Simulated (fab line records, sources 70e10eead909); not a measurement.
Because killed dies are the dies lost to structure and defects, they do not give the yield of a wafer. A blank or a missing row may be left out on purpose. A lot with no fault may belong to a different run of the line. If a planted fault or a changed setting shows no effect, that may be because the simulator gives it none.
Chamber matching | flow nand harc | NHARC_A_STAIRCASE_ETCH_253 on rie diel-02 has 4 sister chambers
The step etches the open film in C4F8/O2, target depth 50 nm, time 20.2 s. 8 wafers are shown with their chamber, then 8 later ones without.

## WAFERS WITH THEIR CHAMBER
wafer  | chamber | rf vpp V (V) | oes product au (a.u.)
L080.4 | 3       | 901          | 0.926
L080.5 | 0       | 892          | 0.935
L083.1 | 1       | 890          | 0.950
L083.3 | 3       | 900          | 0.934
L083.5 | 1       | 890          | 0.933
L089.3 | 0       | 891          | 0.972
L089.5 | 2       | 906          | 0.983
L091.1 | 2       | 904          | 0.989

## WAFERS WITH NO CHAMBER GIVEN
wafer  | rf vpp V (V) | oes product au (a.u.)
L091.2 | 901          | 0.955
L091.3 | 888          | 0.982
L091.4 | 892          | 0.964
L091.5 | 900          | 0.951
L091.6 | 891          | 0.976
L097.1 | 905          | 0.929
L097.4 | 900          | 0.929
L097.5 | 888          | 0.931

## CHAMBER TAKEN BY EACH
wafer  | from the rows above     | in truth
L091.2 | 3                       | 3
L091.3 | can't be placed: 1 or 0 | 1
L091.4 | can't be placed: 0 or 1 | 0
L091.5 | 3                       | 3
L091.6 | can't be placed: 0 or 1 | 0
L097.1 | can't be placed: 2 or 3 | 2
L097.4 | 3                       | 3
L097.5 | can't be placed: 1 or 0 | 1
Placed correctly: 3 of 8. Can't be placed from these rows: 5 (the true chamber is among the candidates in 5). Placed wrongly: 0.
How it was worked out, from the rows above alone: a wafer's distance from a chamber is the root of the sum, over the readings, of the square of ((its reading less the chamber's mean) divided by the reading's scatter). If the next closest chamber is less than 2 further off than the closest, the wafer can't be placed; otherwise it belongs to the closest. A chamber's mean is the mean of its shown wafers. How the scatter is found: for the shown wafers, subtract from each reading the mean of its chamber, square and add these, divide the total by (wafers less chambers), then take the root.
